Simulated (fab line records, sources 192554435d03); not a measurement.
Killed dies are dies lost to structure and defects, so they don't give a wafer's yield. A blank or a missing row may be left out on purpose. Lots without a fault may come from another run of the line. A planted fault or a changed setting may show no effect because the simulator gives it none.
fab line records | flow n5_finfet
record lots=6 wafers=18 last_day=18
route steps=1938 shown BEOL_M15@1796 PASSIVATION@1936
lots that met no fault: from a run of the same line without faults
start_h: hours from the record's first day to the start of the lot's first wafer shown | wait_h: hours since the lot's step before | " the same as in the row above | L1.1+2: a row that stands for several wafers | - no value, or no start given | * or withheld: withheld | < > ~ a bound
route shown NAME@n: a module of which the file shows steps, and the number in the route of the first | usual: mean/standard deviation of fault-free wafers | same: alike in all rows | chamber/n: place in a boat | sites: the reading at each site | _std_site: their standard deviation | _edge_site: outer sites' mean less inner sites' | radius_mm: how far each site lies from the wafer's centre | mask NAME#n: copy n | behind: the tool/chamber that last shaped the wafer | hold: why the lot was held/for how many hours/how that ended | device: the transistor (n, p or np) that didn't switch | end of line: the same wafers' tests at the end of the route | a step without rows: its recipe alone | killed: dies lost to structure and defects at the first sort, not the wafer's yield | map: a wafer's dies, x killed, . not, _ none there
set.NAME: the setting as run; set.NAME@STEP: as run at that earlier step | model.NAME: the simulator's own value behind a step, which no gauge read
lots at some steps of the route; a table a step, a row a wafer
services: from which hour (start_h, from the record's first day; less than 0 if before it) a tool's chamber was out of use, for how many hours, and why
## steps
# step N5_BEOL_M15_COAT_60
# recipe resist=BARC temp_c=205 time_s=60 spin_rpm=1500 resist_thk_nm=89
# step N5_BEOL_M15_COAT_22
# recipe spin_rpm=1704 resist_thk_nm=800
# step N5_BEOL_M15_EBR_24
# recipe solvent=PGMEA ebr_width_mm=1.5
# step N5_BEOL_M15_SOFTBAKE_23
# recipe temp_c=130 time_s=60
# step N5_BEOL_M15_EXPOSE_25
# recipe mask_id=M15 na=0.8 source_shape=annular sigma_inner=0.5 sigma_outer=0.8 polarization=unpolarized target_cd_nm=400 dose_mj=35.5
# step N5_BEOL_M15_PEB_26
# recipe peb_temp_c=130 peb_time_s=90
# step N5_BEOL_M15_DEVELOP_27
# recipe develop_time_s=45 rinse_liquid=diw dry=air_spin dev_temp_c=21
# step N5_BEOL_M15_HARDBAKE_32
# recipe temp_c=130 time_s=120
# step N5_BEOL_M15_CD_MEAS_28
# recipe target_cd_nm=407.6 landing_energy_ev=500 detector=se_inlens
# usual cd_nm=407.3/1.9
# same landing_energy_ev=500
# columns lot.wafer tool chamber start_h wait_h cd_nm
L832.2 cd_sem-02 0 232.98 - 407.5
L832.4 " 0 " " 409.0
L832.6 " 0 " " 409.3
L836.2 cd_sem-02 0 250.42 - 408.5
L836.4 " 0 " " 407.7
L836.6 " 0 " " 407.9
L843.1 cd_sem-02 0 383.79 - 407.7
L843.3 " 0 " " 403.8
L843.5 " 0 " " 406.4
L850.1 cd_sem-02 0 399.78 - 403.6
L850.3 " 0 " " 405.9
L850.5 " 0 " " 404.2
L854.2 cd_sem-02 0 414.42 - 407.3
L854.3 " 0 " " 408.2
L854.6 " 0 " " 408.4
L844.1 cd_sem-03 0 424.57 - 406.9
L844.2 " 0 " " 405.7
L844.6 " 0 " " 406.7
# step N5_BEOL_M15_OVL_MEAS_29
# recipe points_per_wafer=44
# usual M15_OVL=1/4.8
# same points_per_wafer=44
# columns lot.wafer tool chamber start_h wait_h M15_OVL[nm]
L832.2 overlay-02 0 233.02 0.0 2
L832.4 " 0 " " 7
L832.6 " 0 " " 6
L836.2 overlay-02 0 250.45 0.0 -5
L836.4 " 0 " " -3
L836.6 " 0 " " 4
L843.1 overlay-02 0 383.82 0.0 2
L843.3 " 0 " " 5
L843.5 " 0 " " 5
L850.1 overlay-02 0 399.81 0.0 3
L850.3 " 0 " " -1
L850.5 " 0 " " 1
L854.2 overlay-02 0 414.45 0.0 2
L854.3 " 0 " " -2
L854.6 " 0 " " -3
L844.1 overlay-01 0 424.60 0.0 6
L844.2 " 0 " " -3
L844.6 " 0 " " -1
# step N5_BEOL_M15_INSPECT_30
# recipe mode=adi inspect_instrument=macro
# usual raw_defect_count=2.0/1.4
# columns lot.wafer tool chamber start_h wait_h raw_defect_count
L832.2 defect_inspect-01 - 234.58 1.6 1
L832.4 " - " " 1
L832.6 " - " " 2
L836.2 defect_inspect-01 - 250.47 0.0 3
L836.4 " - " " 3
L836.6 " - " " 4
L843.1 defect_inspect-01 - 383.85 0.0 1
L843.3 " - " " 0
L843.5 " - " " 2
L850.1 defect_inspect-02 - 399.84 0.0 1
L850.3 " - " " 1
L850.5 " - " " 1
L854.2 defect_inspect-02 - 414.47 0.0 0
L854.3 " - " " 2
L854.6 " - " " 1
L844.1 defect_inspect-01 - 424.63 0.0 2
L844.2 " - " " 0
L844.6 " - " " 5
# step N5_BEOL_M15_DESCUM_33
# recipe chemistry=O2 time_s=7.9 source_power_w=50 bias_power_w=20 pressure_mtorr=20 rf_frequency_hz=2.712e+07 temp_c=40 o2_flow_sccm=225
# usual drypump_motor_current_A=5.6/0.71 o2_flow_sccm=224.9/0.6 oes_product_au=0.77/0.088 rf_vpp_V=243.2/1.5 showerhead_plenum_p_Torr=2.10/0.079 throttle_valve_pct=20.52/0.24
# columns lot.wafer tool chamber start_h wait_h drypump_motor_current_A o2_flow_sccm oes_product_au rf_hours_counter_h rf_vpp_V showerhead_plenum_p_Torr throttle_valve_pct
L832.2 rie_diel-05 2 234.62 0.0 5.3 225.4 0.70 223 245.0 2.14 20.44
L832.4 " 1 " " 6.7 224.7 0.72 180 241.9 1.98 20.50
L832.6 " 1 " " 6.7 224.5 0.71 - 242.8 1.98 20.49
L836.2 rie_diel-05 2 250.50 0.0 5.3 225.1 0.69 229 243.6 2.14 20.43
L836.4 " 0 " " 6.7 224.5 0.68 231 240.6 1.97 20.78
L836.6 " 3 " " 4.9 224.8 0.88 - 245.5 2.22 20.47
L843.1 rie_diel-05 3 384.04 0.2 4.9 224.6 0.83 74 245.8 2.21 20.51
L843.3 " 0 " " 6.7 224.2 0.92 6 245.6 2.22 20.57
L843.5 " 1 " " 6.7 224.1 0.69 - 240.4 1.97 20.55
L850.1 rie_diel-05 2 399.91 0.1 5.3 224.3 1.00 2 244.3 2.13 20.11
L850.3 " 0 " " 6.7 224.8 0.91 11 247.0 2.22 20.58
L850.5 " 1 " " 6.7 224.5 0.69 - 241.4 1.97 20.56
L854.2 rie_diel-01 1 414.60 0.1 5.2 226.1 0.88 39 242.9 2.12 20.12
L854.3 " 3 " " 4.7 224.5 0.89 36 240.7 2.06 20.57
L854.6 " 3 " " 4.7 224.2 0.89 - 242.1 2.06 20.55
L844.1 rie_diel-01 0 424.66 0.0 5.0 226.0 0.72 231 244.0 2.16 20.84
L844.2 " 2 " " 5.6 225.9 0.70 227 241.7 2.07 20.83
L844.6 " 2 " " 5.6 224.3 0.70 - 243.2 2.07 20.82
# step N5_BEOL_M15_ETCH_61
# recipe chemistry=N2/H2 target=BARC target_depth_a=890 overetch_a=267 time_s=67.9 ion_energy_ev=200 pressure_mtorr=30 source_w=840 bias_w=150 n2_flow_sccm=200 h2_flow_sccm=200
# usual bias_w=149.9/0.45 drypump_motor_current_A=5.6/0.72 oes_product_au=0.66/0.071 rf_vpp_V=524.2/2.8 showerhead_plenum_p_Torr=2.55/0.099 throttle_valve_pct=17.96/0.22
# columns lot.wafer tool chamber start_h wait_h bias_w drypump_motor_current_A oes_product_au rf_hours_counter_h rf_vpp_V showerhead_plenum_p_Torr throttle_valve_pct
L832.2 rie_diel-05 2 234.65 0.0 149.2 5.3 0.60 223 525.7 2.62 17.96
L832.4 " 1 " " 149.6 6.7 0.62 180 518.5 2.42 18.04
L832.6 " 1 " " 150.0 6.7 0.61 - 520.0 2.42 18.06
L836.2 rie_diel-05 2 250.54 0.0 149.3 5.3 0.60 229 525.9 2.61 17.96
L836.4 " 0 " " 150.0 6.7 0.58 231 519.1 2.39 18.28
L836.6 " 3 " " 149.6 4.9 0.74 - 527.9 2.71 17.91
L843.1 rie_diel-05 3 384.07 0.0 150.9 4.9 0.70 74 528.2 2.70 17.95
L843.3 " 0 " " 142.3 6.7 0.80 6 510.9 2.69 17.99
L843.5 " 1 " " 149.8 6.7 0.60 - 519.0 2.40 18.12
L850.1 rie_diel-05 2 399.95 0.0 150.0 5.3 0.83 2 525.2 2.60 17.55
L850.3 " 0 " " 142.1 6.7 0.77 11 511.4 2.69 17.99
L850.5 " 1 " " 150.2 6.7 0.59 - 519.4 2.40 18.13
L854.2 rie_diel-01 1 414.63 0.0 149.5 5.2 0.74 39 523.5 2.58 17.59
L854.3 " 3 " " 149.7 4.7 0.75 36 523.5 2.48 17.82
L854.6 " 3 " " 150.0 4.8 0.76 - 522.5 2.48 17.82
L844.1 rie_diel-01 0 424.70 0.0 149.5 5.0 0.61 231 525.8 2.61 18.25
L844.2 " 2 " " 150.0 5.6 0.60 227 523.3 2.49 18.10
L844.6 " 2 " " 149.5 5.6 0.62 - 522.7 2.49 18.12
# step N5_BEOL_M15_TRENCH_ETCH_34
# recipe chemistry=C4F8/O2/Ar target=SiO2 target_depth_a=8729.3 he_inner_torr=15 he_outer_torr=30 time_s=199 ion_energy_ev=800 pressure_mtorr=20 source_w=1905 bias_w=2040 Ar_flow_sccm=400 C4F8_flow_sccm=16 O2_flow_sccm=12
# usual bias_w=2040/6.5 drypump_motor_current_A=5.6/0.72 oes_product_au=0.77/0.09 rf_vpp_V=2232/38 showerhead_plenum_p_Torr=3.46/0.11 throttle_valve_pct=31.04/0.28
# columns lot.wafer tool chamber start_h wait_h bias_w drypump_motor_current_A oes_product_au rf_hours_counter_h rf_vpp_V showerhead_plenum_p_Torr throttle_valve_pct
L832.2 rie_diel-05 2 234.70 0.0 2035 5.3 0.69 223 2224 3.55 31.06
L832.4 " 1 " " 2039 6.7 0.72 180 2172 3.32 31.37
L832.6 " 1 " " 2049 6.7 0.72 - 2172 3.32 31.36
L836.2 rie_diel-05 2 250.59 0.0 2052 5.3 0.69 229 2226 3.54 31.05
L836.4 " 0 " " 2044 6.7 0.69 231 2240 3.28 31.45
L836.6 " 3 " " 2017 4.9 0.87 - 2206 3.61 30.81
L843.1 rie_diel-05 3 384.12 0.0 2045 5.0 0.83 74 2204 3.60 30.85
L843.3 " 0 " " 2038 6.7 0.94 6 2277 3.67 31.51
L843.5 " 1 " " 2041 6.7 0.69 - 2171 3.31 31.37
L850.1 rie_diel-05 2 400.00 0.0 2040 5.3 1.00 2 2225 3.53 30.83
L850.3 " 0 " " 2044 6.7 0.92 12 2276 3.67 31.49
L850.5 " 1 " " 2032 6.7 0.68 - 2170 3.30 31.40
L854.2 rie_diel-01 1 414.68 0.0 2035 5.2 0.88 39 2241 3.51 30.83
L854.3 " 3 " " 2035 4.7 0.89 37 2230 3.36 30.96
L854.6 " 3 " " 2034 4.7 0.89 - 2231 3.36 30.96
L844.1 rie_diel-01 0 424.75 0.0 2031 5.0 0.71 231 2300 3.51 31.15
L844.2 " 2 " " 2040 5.6 0.70 227 2285 3.40 31.28
L844.6 " 2 " " 2039 5.6 0.70 - 2285 3.40 31.29
# step N5_PASSIVATION_PROBE_49
# usual defect_limited_yield=91.0/1.5 killed_at_M0_to_M3=32/9.6 killed_at_M4_up=13/4.7 killed_at_contacts=13/7.2 killed_at_front_end=44/13 killed_at_other=4/3.4 killed_dies=106/18 killed_open=70/13 killed_short=35/8 sort_bin_5_function=5.3/0.97 sort_bin_6_memory=3.4/0.73 sort_n_pass=1074/18 sort_yield_pct=91.0/1.5
# same gross_dies=1180 killed_at_back_side=0 sort_bin_4_leakage[%]=0 sort_bin_8_speed[%]=0
# columns lot.wafer tool chamber start_h wait_h defect_limited_yield[%] killed_at_M0_to_M3 killed_at_M4_up killed_at_contacts killed_at_front_end killed_at_other killed_dies killed_open killed_short sort_bin_5_function[%] sort_bin_6_memory[%] sort_n_pass sort_yield_pct[%]
L836.2 prober-01 - 266.06 0.1 89.4 44 5 6 61 9 125 75 48 6.5 3.3 1055 89.4
L836.4 prober-01 - 266.16 0.2 93.7 23 10 6 26 9 74 47 26 3.5 2.4 1106 93.7
L836.6 prober-01 - 266.26 0.3 91.1 19 6 2 69 9 105 62 43 5.5 2.9 1075 91.1
# killed by level:class
L836.2 FIN_SAQP:geometric_particle:open=16 FIN_SAQP:geometric_particle:short=14 BEOL_M0_SAQP:geometric_particle:open=14 GATE_CUT:geometric_particle:short=9 BEOL_M0_SAQP:geometric_particle:short=8 BEOL_M2:geometric_particle:open=7 GATE_CUT:geometric_particle:open=6 BEOL_M3:geometric_particle:open=5
L836.4 FIN_SAQP:geometric_particle:open=8 BEOL_M0_SAQP:geometric_particle:short=8 BEOL_M0_SAQP:geometric_particle:open=7 MIM_BOT:geometric_particle:open=5 BEOL_M3:geometric_particle:open=5 FIN_SAQP:geometric_particle:short=4 STI_FIN_REVEAL:geometric_particle:open=4 MOL_CONTACT_COAG:geometric_particle:short=4
L836.6 STI_FIN_REVEAL:geometric_particle:open=19 FIN_SAQP:geometric_particle:open=12 FIN_SAQP:geometric_particle:short=9 GATE_CUT:geometric_particle:short=5 ILD0:geometric_particle:short=5 BEOL_M0_SAQP:geometric_particle:open=5 MIM_BOT:geometric_particle:short=5 STI_FIN_REVEAL:geometric_particle:short=4
## services
# columns tool chamber start_h hours kind
rie_diel-01 1 249.23 - clean
rie_diel-01 1 249.23 - consumable_replace:focus_ring
rie_diel-01 1 249.23 20.2 scheduled_down
rie_diel-01 1 249.23 20.2 vent_cycle
rie_diel-05 - 253.99 4.3 pm
rie_diel-01 3 269.48 - clean
rie_diel-01 3 269.48 - consumable_replace:focus_ring
rie_diel-01 3 269.48 15.8 scheduled_down
rie_diel-05 - 284.08 2.4 repair
rie_diel-01 1 294.48 7.1 repair
rie_diel-05 - 320.91 14.6 pm
rie_diel-05 0 348.78 2.5 repair
rie_diel-05 0 357.79 - clean
rie_diel-05 0 357.79 - consumable_replace:focus_ring
rie_diel-05 0 357.79 - consumable_replace:showerhead
rie_diel-05 0 357.79 13.4 scheduled_down
rie_diel-05 0 357.79 13.4 vent_cycle
rie_diel-01 0 362.90 12.3 repair
rie_diel-05 1 368.33 8.1 repair
rie_diel-05 2 376.45 - clean
rie_diel-05 2 376.45 - consumable_replace:focus_ring
rie_diel-05 2 376.45 16.2 scheduled_down
rie_diel-05 2 376.45 16.2 vent_cycle
rie_diel-05 - 419.60 1.1 repair
## key
first_sign step=N5_BEOL_M15_ETCH_61 reading=bias_w direction=down sigmas=17 usual=* struck=*
effect step=N5_BEOL_M15_ETCH_61 reading=rf_vpp_V direction=down sigmas=4.7 usual=524.2 struck=511.2
met_at N5_BEOL_M15_ETCH_61
struck_wafers L843.3,L850.3
onset_between 250.54 384.07
fault kind=process_parameter_drift tool=rie_diel-05 chamber=0 onset_h=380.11 steps=N5_BEOL_M15_ETCH_61 channel=bias_w offset=* shape=step end_h=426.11 acts_in=* stated=*
